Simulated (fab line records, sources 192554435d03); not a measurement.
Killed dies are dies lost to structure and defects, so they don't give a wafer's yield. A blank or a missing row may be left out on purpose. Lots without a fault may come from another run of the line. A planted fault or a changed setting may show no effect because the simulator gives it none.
Chamber matching | flow n5_finfet | N5_SPACER0_ALD_07 on ald_sin-03: 4 sister chambers
The step deposits SiNx, target thk 2 nm. 4 wafers are shown with their chamber, then 12 later ones without.

WAFERS WITH THEIR CHAMBER
wafer  | chamber | heater_power_w (W)
L092.2 | 2       | 887
L094.1 | 1       | 785
L094.4 | 3       | 851
L094.6 | 0       | 903

WAFERS WITHOUT THEIR CHAMBER
wafer  | heater_power_w (W)
L095.2 | 829
L095.3 | 878
L095.6 | 893
L096.1 | 892
L096.2 | 839
L096.3 | 886
L096.4 | 768
L096.5 | 826
L096.6 | 891
L097.1 | 778
L097.4 | 907
L097.6 | 859

WHICH CHAMBER EACH WENT THROUGH
wafer  | from the rows above          | in truth
L095.2 | can't be placed: 3 or 1      | 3
L095.3 | can't be placed: 2 or 0 or 3 | 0
L095.6 | can't be placed: 2 or 0      | 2
L096.1 | can't be placed: 2 or 0      | 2
L096.2 | 3                            | 3
L096.3 | can't be placed: 2 or 0      | 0
L096.4 | 1                            | 1
L096.5 | can't be placed: 3 or 1      | 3
L096.6 | can't be placed: 2 or 0      | 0
L097.1 | 1                            | 1
L097.4 | can't be placed: 0 or 2      | 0
L097.6 | can't be placed: 3 or 2      | 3
Placed correctly: 3 of 12. Can't be placed from these rows: 9 (the true chamber is among the candidates in 9). Placed wrongly: 0.
How it was worked out, from the rows above alone: a wafer's distance from a chamber is the root of the sum, over the readings, of the square of ((its reading less the chamber's mean) divided by the reading's scatter). The wafer belongs to the nearest chamber; if the next one is less than 2 further off, it can't be placed. A chamber's mean is the mean of its shown wafers. The scatter: with one shown wafer a chamber, the root of the mean of the squares of how far each hidden wafer lies from its nearest shown one.
